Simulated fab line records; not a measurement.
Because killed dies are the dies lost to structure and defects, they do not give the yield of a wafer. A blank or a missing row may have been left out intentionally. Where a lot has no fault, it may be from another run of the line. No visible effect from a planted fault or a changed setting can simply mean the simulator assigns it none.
A lot that was struck, set against a sound lot ; flow n5 finfet ; 15 steps out of a route of 1938
Sound: these wafers, L917.4, L917.5, L917.6. Struck: wafer L911.4. (L911.3, L911.6 of the same lot were not struck and are left out.) The cause comes at the end.
Each step with rows lists, per side, the tool, then ch with its chambers, then its first start. Under that, the readings that differ: sound wafers ; struck wafers ; difference of the means ; sigmas: that difference in standard deviations of wafers without a fault.
alike: readings whose means differ by less than 2 such deviations, and words and numbers that are the same on both sides. not compared: withheld readings, readings that some wafer has no value for, bounds like >300 that may hide the same value, and numbers for which the record gives no deviation and whose values overlap.
A row with sigmas, a row that says differs or no value, or rows on one side alone: a step with any of these is where the two part. Numbers that don't overlap but have no deviation are shown without sigmas and don't part them. A reading that every wafer of one side lacks parts them only if that side has two wafers or more.

first, 8 steps without rows for these wafers: N5_BEOL_M14_COAT_58 (time 60 s, resist thk 89 nm); N5_BEOL_M14_COAT_04 (resist thk 800 nm); N5_BEOL_M14_EBR_06; N5_BEOL_M14_SOFTBAKE_05 (time 60 s); N5_BEOL_M14_EXPOSE_07 (exposes mask V13); N5_BEOL_M14_PEB_08 (peb time 90 s); N5_BEOL_M14_DEVELOP_09 (develop time 45 s); N5_BEOL_M14_HARDBAKE_14 (time 120 s).
N5_BEOL_M14_CD_MEAS_10 targets a cd of 250 nm.
  sound on cd sem-01 ch 0, day 16 04:14; struck on cd sem-02 ch 0, day 14 02:36
  alike: cd nm
N5_BEOL_M14_OVL_MEAS_11:
  sound on overlay-01 ch 0, day 16 04:16; struck on overlay-01 ch 0, day 14 02:38
  alike: V13_OVL
N5_BEOL_M14_INSPECT_12: inspects for defects (macro).
  sound: defect inspect-02 at day 16 04:17; struck: defect inspect-02 at day 14 02:39
  alike: raw defect count
N5_BEOL_M14_DESCUM_15: chemistry O2, time 7.9 s.
  sound on rie diel-05 ch 0,1,2, day 16 04:19; struck on rie diel-02 ch 1, day 14 02:43
  alike: drypump motor current A, oes product au, rf vpp V, showerhead plenum p Torr, throttle valve pct
  not compared: rf hours counter h
N5_BEOL_M14_ETCH_59: etches BARC in N2/H2, target depth 89 nm, overetch 26.7 nm, time 67.9 s.
  sound on rie diel-05 ch 0,1,2, day 16 04:22; struck on rie diel-02 ch 1, day 14 02:45
reading;sound;struck;difference;sigmas
bias w (W);150.4 151.3 149.7;149.5;-1.0;-2
run length s (s);91.7 91.3 90.7;94.2;+3.0;+6
  alike: drypump motor current A, oes product au, rf vpp V, showerhead plenum p Torr, throttle valve pct
  not compared: rf hours counter h
N5_BEOL_M14_VIA_ETCH_16: etches SiO2 in C4F8/O2/Ar, target depth 1231.3 nm.
  sound on rie diel-05 ch 0,1,2, day 16 04:25; struck on rie diel-02 ch 1, day 14 02:48
  alike: bias w, drypump motor current A, he outer torr, oes_o_777_au, oes product au, rf vpp V, showerhead plenum p Torr, throttle valve pct
N5_PASSIVATION_PROBE_49:
  sound: prober-02 at day 17 05:09; struck: prober-02 at day 15 08:52
reading;sound;struck;difference;sigmas
killed_at_M4_up;6 6 8;19;+12;+2
  alike: defect limited yield, killed_at_M0_to_M3, killed at contacts, killed at front end, killed at other, killed dies, killed open, killed short, sort_bin_5_function, sort_bin_6_memory, sort n pass, sort yield pct

## WHERE THEY PART
Earliest at N5_BEOL_M14_ETCH_59; latest, in this record, at N5_PASSIVATION_PROBE_49.

WHY: what the simulator had put in
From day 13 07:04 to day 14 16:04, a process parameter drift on rie diel-02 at N5_BEOL_M14_ETCH_59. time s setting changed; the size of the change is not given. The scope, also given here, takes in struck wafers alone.
